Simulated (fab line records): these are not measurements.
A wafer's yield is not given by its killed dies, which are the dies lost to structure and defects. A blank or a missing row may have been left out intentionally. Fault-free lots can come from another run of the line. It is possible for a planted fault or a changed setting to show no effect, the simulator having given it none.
fab line records -- flow n5-finfet
record lots=6, wafers=18, last-day=17
route steps=1938 shown SD_ACTIVATION@332 ILD0@335 BEOL_M4@1111 PASSIVATION@1936
lots that met no fault: from a run of the same line without faults
start-h: the number of hours between the record's first day and the start of the first shown wafer of the lot -- wait-h: how many hours have passed since the lot's step before this one -- " as in the row above -- L1.1+2: a single row standing in for several wafers -- - value missing, or start not given -- * or withheld: withheld -- < > ~ a bound
route shown NAME@n: names a module that has steps shown in the file, with the first one's number in the route -- usual: the fault-free wafers' mean and standard deviation -- same: alike in all rows -- chamber/n: place in a boat -- sites: each site's reading -- _std_site: standard deviation of those values -- _edge_site: the outer-site mean with the inner-site mean subtracted -- radius-mm: for every site, how far away it sits from the centre of the wafer -- mask NAME#n: copy n -- behind: the last tool/chamber to shape the wafer -- hold: what put the lot on hold/how long, in hours/how the hold closed -- device: transistor that didn't switch, given as n, p or np -- end of line: the tests these same wafers got at the end of their route -- a step with no rows: only its recipe -- killed: at the first sort, the dies lost to defects and structure; wafer yield is something else -- map: per-die view of a wafer (x killed, . not killed, _ where there is no die)
set.NAME: the setting as run; set.NAME@STEP: as run at that earlier step -- model.NAME: the simulator's own value behind a step, which no gauge read
lots at some steps of the route; a table a step, a row a wafer
services: when a tool's chamber went out of use (start-h, in hours from the record's first day, below 0 if earlier), for how many hours, and the reason
## steps
# step N5_SD_ACTIVATION_RS_MEAS_03
# recipe thk-meas-gauge=four-point-probe
# usual RS_SD_N=21.9/0.31, RS_SD_P=56.4/0.91
lot.wafer,tool,chamber,start-h,wait-h,RS_SD_N[ohm/sq],RS_SD_P[ohm/sq]
L279.1,film-metro-01,-,76.43,0.2,21.8,56.0
L279.3,film-metro-01,-,76.43,0.2,21.3,55.5
L279.4,film-metro-01,-,76.43,0.2,21.6,55.4
L280.3,film-metro-01,-,80.95,0.2,21.5,57.4
L280.5,film-metro-01,-,80.95,0.2,21.9,56.8
L280.6,film-metro-01,-,80.95,0.2,22.0,57.8
L292.1,film-metro-02,-,156.76,0.2,21.4,56.2
L292.5,film-metro-02,-,156.76,0.2,21.4,56.6
L292.6,film-metro-02,-,156.76,0.2,21.4,55.5
L293.1,film-metro-02,-,159.20,0.2,21.6,56.1
L293.2,film-metro-02,-,159.20,0.2,21.6,55.2
L293.5,film-metro-02,-,159.20,0.2,21.7,55.6
L298.3,film-metro-02,-,191.43,0.2,21.7,56.0
L298.4,film-metro-02,-,191.43,0.2,21.8,56.4
L298.5,film-metro-02,-,191.43,0.2,21.7,55.8
L299.2,film-metro-01,-,198.37,0.2,21.8,55.5
L299.4,film-metro-01,-,198.37,0.2,21.5,56.4
L299.6,film-metro-01,-,198.37,0.2,21.8,55.3
# step N5_SD_ACTIVATION_INSPECT_02
# recipe inspect-instrument=darkfield, mode=post-anneal
# usual raw-defect-count=174/32
lot.wafer,tool,chamber,start-h,wait-h,raw-defect-count
L279.1,defect-inspect-01,-,76.75,0.2,155
L279.3,defect-inspect-01,-,76.75,0.2,160
L279.4,defect-inspect-01,-,76.75,0.2,146
L280.3,defect-inspect-02,-,81.23,0.1,209
L280.5,defect-inspect-02,-,81.23,0.1,155
L280.6,defect-inspect-02,-,81.23,0.1,170
L292.1,defect-inspect-01,-,157.08,0.2,187
L292.5,defect-inspect-01,-,157.08,0.2,194
L292.6,defect-inspect-01,-,157.08,0.2,163
L293.1,defect-inspect-02,-,159.52,0.2,214
L293.2,defect-inspect-02,-,159.52,0.2,155
L293.5,defect-inspect-02,-,159.52,0.2,137
L298.3,defect-inspect-01,-,191.71,0.1,134
L298.4,defect-inspect-01,-,191.71,0.1,147
L298.5,defect-inspect-01,-,191.71,0.1,221
L299.2,defect-inspect-01,-,198.67,0.1,168
L299.4,defect-inspect-01,-,198.67,0.1,137
L299.6,defect-inspect-01,-,198.67,0.1,146
# step N5_ILD0_LINER_00
# recipe material=SiNx, target-thk-a=40, temp-c=400, ald-precursor-family=SiH2I2, ald-co-reactant=N2/H2-plasma, pulse-time-s=1, purge-time-s=2, co-reactant-purge-time-s=2, ald-cycles=80, pressure-torr=2
# usual heater-power-w=880/100, precursor-pulse-height-rel=0.999/0.021
# same pulse-time-s=1
lot.wafer,tool,chamber,start-h,wait-h,heater-power-w,precursor-pulse-height-rel
L279.1,ald-sin-03,1,76.82,0.1,839,0.999
L279.3,ald-sin-03,0,76.82,0.1,849,1.008
L279.4,ald-sin-03,2,76.82,0.1,916,0.987
L280.3,ald-sin-03,3,81.54,0.3,829,1.010
L280.5,ald-sin-03,2,81.54,0.3,916,0.997
L280.6,ald-sin-03,1,81.54,0.3,842,0.995
L292.1,ald-sin-03,0,157.46,0.4,836,1.004
L292.5,ald-sin-03,1,157.46,0.4,839,0.983
L292.6,ald-sin-03,0,157.46,0.4,830,0.972
L293.1,ald-sin-02,1,159.56,0.0,695,1.007
L293.2,ald-sin-02,0,159.56,0.0,889,1.020
L293.5,ald-sin-02,0,159.56,0.0,879,0.992
L298.3,ald-sin-01,0,191.87,0.2,775,0.970
L298.4,ald-sin-01,1,191.87,0.2,852,1.007
L298.5,ald-sin-01,1,191.87,0.2,853,1.019
L299.2,ald-sin-02,1,198.71,0.0,692,0.980
L299.4,ald-sin-02,2,198.71,0.0,782,0.951
L299.6,ald-sin-02,2,198.71,0.0,775,1.011
# step N5_ILD0_FCVD_FILL_01
# recipe material=SiO2_flowable, target-thk-a=2000, temp-c=100, pressure-torr=0.8, rf-w=2000, time-s=328.3
# step N5_ILD0_CURE_02
# recipe temp-c=450, time-s=1800, ambient=steam, idle-temp-c=400, ramp-up-c-per-min=5, ramp-down-c-per-min=3, densification-p-h2o-torr=640
# step N5_ILD0_CMP_03
# recipe stop-on=SiNx, t-overpolish-s=1.9, post-cmp-clean=alkaline-brush, down-force-psi=4.1491, platen-rpm=51.796, pad-velocity-m-s=1.0306, target-thk-nm=197.38
# usual edge-zone-pressure-frac=1.000/0.0049, motor-current-A=12.6/0.92, overpolish-run-s=1.899/0.0082, time-to-endpoint-s=70/5.1
lot.wafer,tool,chamber,start-h,wait-h,edge-zone-pressure-frac,motor-current-A,overpolish-run-s,time-to-endpoint-s
L279.3,cmp-03,0,79.19,0.0,1.004,13.1,1.899,70
L279.4,cmp-03,1,79.19,0.0,1.001,11.6,1.903,63
L279.1,cmp-03,3,79.19,0.0,1.001,11.9,1.899,64
L280.3,cmp-03,1,84.34,0.1,1.004,11.0,1.908,66
L280.6,cmp-03,3,84.34,0.1,0.991,12.0,1.900,64
L280.5,cmp-03,0,84.34,0.1,0.991,13.2,1.906,71
L292.1,cmp-02,1,159.94,0.1,1.003,13.0,1.905,70
L292.6,cmp-02,2,159.94,0.1,0.999,11.7,1.892,69
L292.5,cmp-02,3,159.94,0.1,0.999,12.5,1.904,74
L293.1,cmp-02,0,161.93,0.0,0.999,12.7,1.919,78
L293.2,cmp-02,1,161.93,0.0,0.998,12.7,1.906,74
L293.5,cmp-02,0,161.93,0.0,0.998,12.3,1.907,76
L298.4,cmp-01,2,194.27,0.1,1.001,13.2,1.898,72
L298.3,cmp-01,3,194.27,0.1,1.003,14.8,1.896,74
L298.5,cmp-01,2,194.27,0.1,0.994,14.4,1.899,72
L299.2,cmp-03,3,201.11,0.1,1.004,11.4,1.881,63
L299.4,cmp-03,0,201.11,0.1,0.998,12.5,1.913,72
L299.6,cmp-03,2,201.11,0.1,0.998,13.5,1.908,65
# step N5_ILD0_THK_MEAS_04
# usual thk-nm=197.6/1.3
lot.wafer,tool,chamber,start-h,wait-h,thk-nm
L279.1,film-metro-01,-,79.48,-,195.6
L279.3,film-metro-01,-,79.48,-,197.2
L279.4,film-metro-01,-,79.48,-,196.5
L280.3,film-metro-01,-,84.56,-,196.5
L280.5,film-metro-01,-,84.56,-,198.6
L280.6,film-metro-01,-,84.56,-,195.8
L292.1,film-metro-02,-,160.12,-,197.7
L292.5,film-metro-02,-,160.12,-,198.5
L292.6,film-metro-02,-,160.12,-,197.4
L293.1,film-metro-01,-,162.23,-,197.6
L293.2,film-metro-01,-,162.23,-,197.3
L293.5,film-metro-01,-,162.23,-,197.9
L298.3,film-metro-02,-,194.53,-,198.3
L298.4,film-metro-02,-,194.53,-,198.0
L298.5,film-metro-02,-,194.53,-,197.5
L299.2,film-metro-02,-,201.37,-,194.2
L299.4,film-metro-02,-,201.37,-,198.1
L299.6,film-metro-02,-,201.37,-,195.9
# step N5_ILD0_CMP_07
# recipe stop-on=poly-Si, material=SiO2_flowable, t-overpolish-s=1.18, post-cmp-clean=alkaline-brush, down-force-psi=4.1491, platen-rpm=51.796, pad-velocity-m-s=1.0306, target-thk-nm=138.88
# usual edge-zone-pressure-frac=1.000/0.0049, motor-current-A=12.7/1.3
lot.wafer,tool,chamber,start-h,wait-h,edge-zone-pressure-frac,motor-current-A
L279.1,cmp-01,1,79.51,0.0,0.994,10.2
L279.3,cmp-01,3,79.51,0.0,0.989,15.6
L279.4,cmp-01,0,79.51,0.0,0.997,12.5
L280.3,cmp-02,3,84.63,0.1,1.003,13.8
L280.6,cmp-02,2,84.63,0.1,1.000,11.9
L280.5,cmp-02,3,84.63,0.1,1.003,12.3
L292.1,cmp-01,1,160.15,0.0,1.003,10.8
L292.5,cmp-01,1,160.15,0.0,1.003,10.4
L292.6,cmp-01,2,160.15,0.0,1.000,15.5
L293.1,cmp-03,0,162.26,0.0,1.000,12.4
L293.2,cmp-03,1,162.26,0.0,0.998,11.3
L293.5,cmp-03,0,162.26,0.0,1.000,12.6
L298.3,cmp-02,3,194.56,0.0,1.003,13.0
L298.4,cmp-02,1,194.56,0.0,1.005,12.0
L298.5,cmp-02,0,194.56,0.0,0.999,12.2
L299.2,cmp-03,1,201.40,0.0,0.996,10.1
L299.4,cmp-03,0,201.40,0.0,1.002,12.9
L299.6,cmp-03,2,201.40,0.0,0.993,13.5
# step N5_ILD0_THK_MEAS_08
# usual thk-nm=139.3/1.1
lot.wafer,tool,chamber,start-h,wait-h,thk-nm
L279.1,film-metro-01,-,79.80,-,140.0
L279.3,film-metro-01,-,79.80,-,140.9
L279.4,film-metro-01,-,79.80,-,141.0
L280.3,film-metro-01,-,84.88,-,140.6
L280.5,film-metro-01,-,84.88,-,139.7
L280.6,film-metro-01,-,84.88,-,139.4
L292.1,film-metro-01,-,160.44,-,138.9
L292.5,film-metro-01,-,160.44,-,139.5
L292.6,film-metro-01,-,160.44,-,140.0
L293.1,film-metro-01,-,162.55,-,140.4
L293.2,film-metro-01,-,162.55,-,137.6
L293.5,film-metro-01,-,162.55,-,140.7
L298.3,film-metro-02,-,194.86,-,139.6
L298.4,film-metro-02,-,194.86,-,139.4
L298.5,film-metro-02,-,194.86,-,141.0
L299.2,film-metro-01,-,201.69,-,136.1
L299.4,film-metro-01,-,201.69,-,139.6
L299.6,film-metro-01,-,201.69,-,137.6
# step N5_ILD0_PRECLEAN_10
# recipe chemistry=NF3:NH3, afs-cycles=5, time-s=20, temp-c=30, sublimation-temp-c=180, sublimation-time-s=60, pressure-torr=3, rf-power-w=30
# step N5_ILD0_ALD_15
# recipe material=SiNx, target-thk-a=240, temp-c=400, ald-precursor-family=SiH2I2, ald-co-reactant=N2/H2-plasma, pulse-time-s=1, ald-cycles=480, purge-time-s=2, co-reactant-purge-time-s=2, pressure-torr=2
# usual heater-power-w=857/98, precursor-pulse-height-rel=1.000/0.019
# same pulse-time-s=1
lot.wafer,tool,chamber,start-h,wait-h,heater-power-w,precursor-pulse-height-rel
L279.1,ald-sin-02,2,80.80,0.9,767,0.995
L279.3,ald-sin-02,1,80.80,0.9,691,1.012
L279.4,ald-sin-02,3,80.80,0.9,1042,0.995
L280.3,ald-sin-02,1,85.60,0.4,691,1.008
L280.5,ald-sin-02,1,86.69,1.2,687,0.980
L280.6,ald-sin-02,2,86.69,1.2,783,1.002
L292.1,ald-sin-03,3,161.16,0.6,827,1.021
L292.5,ald-sin-03,1,162.25,1.2,844,0.991
L292.6,ald-sin-03,2,162.25,1.2,941,0.989
L293.1,ald-sin-02,2,163.27,0.6,792,1.028
L293.2,ald-sin-02,3,163.27,0.6,1071,1.006
L293.5,ald-sin-02,2,164.36,1.2,781,1.005
L298.3,ald-sin-02,1,195.58,0.4,689,0.970
L298.4,ald-sin-02,0,195.58,0.4,854,1.004
L298.5,ald-sin-02,0,196.67,1.2,886,0.989
L299.2,ald-sin-02,1,202.41,0.5,678,1.038
L299.4,ald-sin-02,2,202.41,0.5,778,0.954
L299.6,ald-sin-02,3,203.50,1.1,1096,0.980
# step N5_ILD0_CMP_12
# recipe stop-on=poly-Si, material=SiNx, t-overpolish-s=6, post-cmp-clean=alkaline-brush, down-force-psi=2.5, platen-rpm=51.8, pad-velocity-m-s=1.0307, target-thk-nm=17.67
# usual edge-zone-pressure-frac=1.000/0.005, motor-current-A=9.1/0.79, overpolish-run-s=5.999/0.0099, time-to-endpoint-s=29/3.4
lot.wafer,tool,chamber,start-h,wait-h,edge-zone-pressure-frac,motor-current-A,overpolish-run-s,time-to-endpoint-s
L279.1,cmp-03,0,83.00,1.1,0.998,9.1,5.986,28
L279.4,cmp-03,1,83.00,1.1,1.000,8.1,6.003,24
L279.3,cmp-03,2,83.00,1.1,0.998,9.8,5.987,23
L280.3,cmp-01,1,87.80,1.1,1.008,8.0,5.990,30
L280.5,cmp-01,1,87.80,1.1,1.008,7.9,6.010,34
L280.6,cmp-01,2,87.80,1.1,1.007,11.0,5.987,34
L292.1,cmp-03,2,163.48,1.2,1.007,9.9,6.003,51
L292.6,cmp-03,3,163.48,1.2,1.002,8.8,5.994,22
L292.5,cmp-03,0,163.48,1.2,1.006,9.0,5.999,28
L293.2,cmp-03,0,165.47,1.1,0.997,9.6,5.995,31
L293.1,cmp-03,2,165.47,1.1,1.000,10.2,6.002,52
L293.5,cmp-03,1,165.47,1.1,0.999,8.2,6.004,26
L298.3,cmp-02,0,197.78,1.1,1.005,8.9,5.980,29
L298.4,cmp-02,1,197.78,1.1,1.000,9.0,5.987,29
L298.5,cmp-02,1,197.78,1.1,1.001,9.2,5.993,27
L299.2,cmp-02,1,204.65,1.2,1.000,8.7,6.003,28
L299.4,cmp-02,3,204.65,1.2,1.000,9.1,6.001,30
L299.6,cmp-02,0,204.65,1.2,1.003,9.0,6.013,30
# step N5_ILD0_THK_MEAS_13
# usual thk-nm=17.7/1.3
lot.wafer,tool,chamber,start-h,wait-h,thk-nm
L279.1,film-metro-01,-,83.30,-,18.4
L279.3,film-metro-01,-,83.30,-,16.1
L279.4,film-metro-01,-,83.30,-,16.0
L280.3,film-metro-02,-,88.10,-,19.5
L280.5,film-metro-02,-,88.10,-,18.1
L280.6,film-metro-02,-,88.10,-,18.4
L292.1,film-metro-02,-,163.66,-,17.3
L292.5,film-metro-02,-,163.66,-,18.7
L292.6,film-metro-02,-,163.66,-,16.6
L293.1,film-metro-02,-,165.77,-,18.3
L293.2,film-metro-02,-,165.77,-,18.1
L293.5,film-metro-02,-,165.77,-,15.7
L298.3,film-metro-01,-,198.08,-,19.3
L298.4,film-metro-01,-,198.08,-,18.8
L298.5,film-metro-01,-,198.08,-,16.7
L299.2,film-metro-02,-,204.91,-,18.8
L299.4,film-metro-02,-,204.91,-,17.5
L299.6,film-metro-02,-,204.91,-,17.6
# step N5_BEOL_M4_RC_MEAS_101
# usual DIBL_N=36.3/1.7, DIBL_P=36.5/1.8, IOFF_N=0.16/0.033, IOFF_P=0.21/0.037, ION_N=675/11, ION_P=462/7.9, SS_N=71.6/0.64, SS_P=73.3/0.68, VT_N=249/3.3, VT_P=-250/3.3
lot.wafer,tool,chamber,start-h,wait-h,DIBL_N[mV/V],DIBL_P[mV/V],IOFF_N[nA/um],IOFF_P[nA/um],ION_N[uA/um],ION_P[uA/um],SS_N[mV/dec],SS_P[mV/dec],VT_N[mV],VT_P[mV]
L279.1,prober-01,0,181.33,0.0,34.9,34.8,0.13,0.16,664,456,71.2,72.7,253,-254
L279.3,prober-01,0,181.33,0.0,33.9,33.9,0.11,0.14,660,451,70.9,72.4,255,-257
L279.4,prober-01,0,181.33,0.0,35.0,34.9,0.12,0.15,666,454,70.9,72.6,254,-254
L280.3,prober-01,0,183.02,0.3,38.1,37.8,0.19,0.26,684,467,71.9,73.3,245,-249
L280.5,prober-01,0,183.02,0.3,38.4,38.6,0.19,0.27,680,468,72.2,74.1,247,-247
L280.6,prober-01,0,183.02,0.3,36.8,36.7,0.16,0.23,675,463,70.9,73.6,250,-248
L292.1,prober-02,0,258.55,0.0,38.2,36.6,0.16,0.17,658,441,72.6,73.6,252,-257
L292.5,prober-02,0,258.55,0.0,37.6,36.9,0.15,0.18,673,458,71.5,73.1,252,-254
L292.6,prober-02,0,258.55,0.0,36.9,35.5,0.14,0.17,658,450,71.8,74.0,252,-255
L293.1,prober-02,0,263.85,0.0,35.2,34.5,0.14,0.21,676,470,70.9,72.4,250,-245
L293.2,prober-02,0,263.85,0.0,36.5,35.0,0.15,0.20,672,463,71.0,72.6,251,-248
L293.5,prober-02,0,263.85,0.0,38.1,37.3,0.19,0.26,682,471,72.0,73.8,247,-246
L299.2,prober-01,0,298.25,0.2,32.8,33.7,0.12,0.16,669,457,70.7,73.0,256,-253
L299.4,prober-01,0,298.25,0.2,34.1,35.2,0.14,0.18,660,457,71.2,72.9,252,-253
L299.6,prober-01,0,298.25,0.2,35.7,36.5,0.15,0.19,671,453,71.1,73.8,251,-254
L298.3,prober-02,0,298.49,0.3,40.3,39.9,0.24,0.24,693,461,73.0,74.6,246,-254
L298.4,prober-02,0,298.49,0.3,40.2,39.7,0.24,0.24,703,466,72.2,74.6,243,-249
L298.5,prober-02,0,298.49,0.3,36.1,35.1,0.14,0.17,676,458,71.3,72.9,251,-250
# step N5_PASSIVATION_PROBE_49
# usual defect-limited-yield=91.3/1.5, killed_at_M0_to_M3=34/9.4, killed_at_M4_up=13/5.3, killed-at-contacts=13/5.7, killed-at-front-end=40/10, killed-at-other=3.7/2.8, killed-dies=103/17, killed-on-rim=13/4.2, killed-open=67/13, killed-short=35/8.5, sort_bin_5_function=5.0/0.98, sort_bin_6_memory=3.3/0.7, sort_bin_8_speed=0.00/0.007, sort-n-pass=1077/17, sort-yield-pct=91.3/1.5
# same gross-dies=1180, killed-at-back-side=0, sort_bin_4_leakage[%]=0
lot.wafer,tool,chamber,start-h,wait-h,defect-limited-yield[%],killed_at_M0_to_M3,killed_at_M4_up,killed-at-contacts,killed-at-front-end,killed-at-other,killed-dies,killed-on-rim,killed-open,killed-short,sort_bin_5_function[%],sort_bin_6_memory[%],sort_bin_8_speed[%],sort-n-pass,sort-yield-pct[%]
L280.3,prober-02,-,290.01,0.1,91.9,34,10,14,33,5,96,20,67,29,4.4,3.2,0,1084,91.9
L280.5,prober-02,-,290.11,0.2,91.3,46,6,10,31,10,103,13,68,35,4.9,3.3,0,1077,91.3
L280.6,prober-02,-,290.16,0.3,91.1,30,16,8,45,6,105,14,63,38,5.0,3.5,0,1075,91.1
L298.3,prober-01,-,392.99,0.1,92.6,22,1,10,43,11,87,7,63,24,4.4,3.0,0,1093,92.6
L298.4,prober-01,-,393.04,0.2,91.4,41,12,15,30,4,102,14,66,36,4.7,3.4,0,1078,91.4
L298.5,prober-01,-,393.09,0.2,90.0,50,14,11,32,11,118,14,82,36,5.3,4.4,0,1062,90.0
L299.2,prober-01,-,402.88,0.1,90.3,39,19,13,43,0,114,18,74,38,5.4,4.0,0,1066,90.3
L299.4,prober-01,-,402.98,0.2,90.9,25,19,17,46,0,107,16,71,36,5.0,3.6,0,1073,90.9
L299.6,prober-01,-,403.08,0.3,91.8,23,14,13,47,0,97,10,68,29,4.7,3.3,0,1083,91.8
# killed by level:class
L280.3 MOL_CONTACT_COAG:geometric-particle:open=13 BEOL_M2:geometric-particle:open=12 FIN_SAQP:geometric-particle:open=10 STI_FIN_REVEAL:geometric-particle:open=9 BEOL_M0_SAQP:geometric-particle:short=8 FIN_SAQP:geometric-particle:short=7 BEOL_M4:geometric-particle:open=6 BEOL_M0_SAQP:geometric-particle:open=5
L280.5 BEOL_M0_SAQP:geometric-particle:open=18 BEOL_M0_SAQP:geometric-particle:short=14 STI_FIN_REVEAL:geometric-particle:open=10 BEOL_M1:geometric-particle:open=6 MOL_CONTACT_COAG:geometric-particle:open=6 FIN_SAQP:geometric-particle:open=5 FIN_SAQP:geometric-particle:short=4 ILD0:geometric-particle:open=4
L280.6 FIN_SAQP:geometric-particle:open=9 MOL_CONTACT_COAG:geometric-particle:open=8 BEOL_M0_SAQP:geometric-particle:open=7 BEOL_M0_SAQP:geometric-particle:short=6 BEOL_M2:geometric-particle:open=6 FIN_SAQP:geometric-particle:short=5 STARTING-WAFER:geometric-particle:short=5 STI_FIN_REVEAL:geometric-particle:open=4
L298.3 STI_FIN_REVEAL:geometric-particle:open=14 MOL_CONTACT_COAG:geometric-particle:open=9 BEOL_M3:geometric-particle:open=7 DUMMY_GATE:geometric-particle:open=5 BEOL_M2:geometric-particle:open=5 FIN_SAQP:geometric-particle:open=4 BEOL_M0_SAQP:geometric-particle:open=4 FIN_SAQP:geometric-particle:short=3
L298.4 MOL_CONTACT_COAG:geometric-particle:open=12 BEOL_M0_SAQP:geometric-particle:short=12 BEOL_M1:geometric-particle:open=10 STI_FIN_REVEAL:geometric-particle:open=6 BEOL_M0_SAQP:geometric-particle:open=6 BEOL_M3:geometric-particle:open=6 FIN_SAQP:geometric-particle:open=5 GATE_CUT:geometric-particle:short=4
L298.5 BEOL_M0_SAQP:geometric-particle:open=11 BEOL_M3:geometric-particle:open=10 MOL_CONTACT_COAG:geometric-particle:open=9 BEOL_M0_SAQP:geometric-particle:short=8 BEOL_M2:geometric-particle:open=8 FIN_SAQP:geometric-particle:open=7 BEOL_M1:geometric-particle:open=5 GATE_CUT:geometric-particle:short=4
L299.2 FIN_SAQP:geometric-particle:short=11 MOL_CONTACT_COAG:geometric-particle:open=11 BEOL_M2:geometric-particle:open=11 GATE_CUT:geometric-particle:short=9 GATE_CUT:geometric-particle:open=9 BEOL_M4:geometric-particle:open=9 BEOL_M0_SAQP:geometric-particle:open=8 BEOL_M1:geometric-particle:open=5
L299.4 MOL_CONTACT_COAG:geometric-particle:open=13 GATE_CUT:geometric-particle:short=10 BEOL_M4:geometric-particle:open=10 BEOL_M2:geometric-particle:open=8 DUMMY_GATE:geometric-particle:open=7 GATE_CUT:geometric-particle:open=7 STI_FIN_REVEAL:geometric-particle:open=5 MOL_CONTACT_COAG:geometric-particle:short=4
L299.6 MOL_CONTACT_COAG:geometric-particle:open=13 BEOL_M2:geometric-particle:open=10 GATE_CUT:geometric-particle:short=9 FIN_SAQP:geometric-particle:open=8 FIN_SAQP:geometric-particle:short=8 STI_FIN_REVEAL:geometric-particle:open=8 BEOL_M4:geometric-particle:open=7 BEOL_M3:geometric-particle:open=6
## services
tool,chamber,start-h,hours,kind
ald-sin-02,-,70.08,1.6,repair
cmp-02,-,111.91,0.3,repair
cmp-02,-,119.22,4.0,pm
cmp-01,-,121.79,5.5,pm
cmp-02,-,123.22,-,consumable-replace:conditioner
cmp-02,-,123.22,-,consumable-replace:pad
ald-sin-01,3,124.75,5.7,repair
ald-sin-01,3,131.07,3.9,repair
ald-sin-01,1,137.73,1.7,repair
ald-sin-02,1,152.03,4.5,repair
cmp-02,-,152.72,2.9,repair
ald-sin-01,1,169.45,5.0,repair
ald-sin-01,-,176.97,14.0,pm
ald-sin-01,0,176.97,14.0,vent-cycle
ald-sin-01,1,176.97,14.0,vent-cycle
ald-sin-01,2,176.97,14.0,vent-cycle
ald-sin-01,3,176.97,14.0,vent-cycle
ald-sin-02,-,180.96,14.6,pm
cmp-03,-,185.30,6.0,repair
ald-sin-01,0,190.97,-,clean
ald-sin-01,1,190.97,-,clean
ald-sin-01,2,190.97,-,clean
ald-sin-01,3,190.97,-,clean
cmp-01,-,193.40,0.3,repair
## key
first-sign step=N5_ILD0_CMP_12, reading=time-to-endpoint-s, direction=up, sigmas=6.7, usual=*, struck=*
effect none on later readings
met-at N5_ILD0_CMP_12
struck-wafers L292.1,L293.1
onset-between 83.00 163.48
fault kind=process-parameter-drift, tool=cmp-03, chamber=-, onset-h=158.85, steps=N5_ILD0_CMP_12, channel=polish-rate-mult, offset=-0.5, shape=step, end-h=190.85, scope=struck-wafers-only
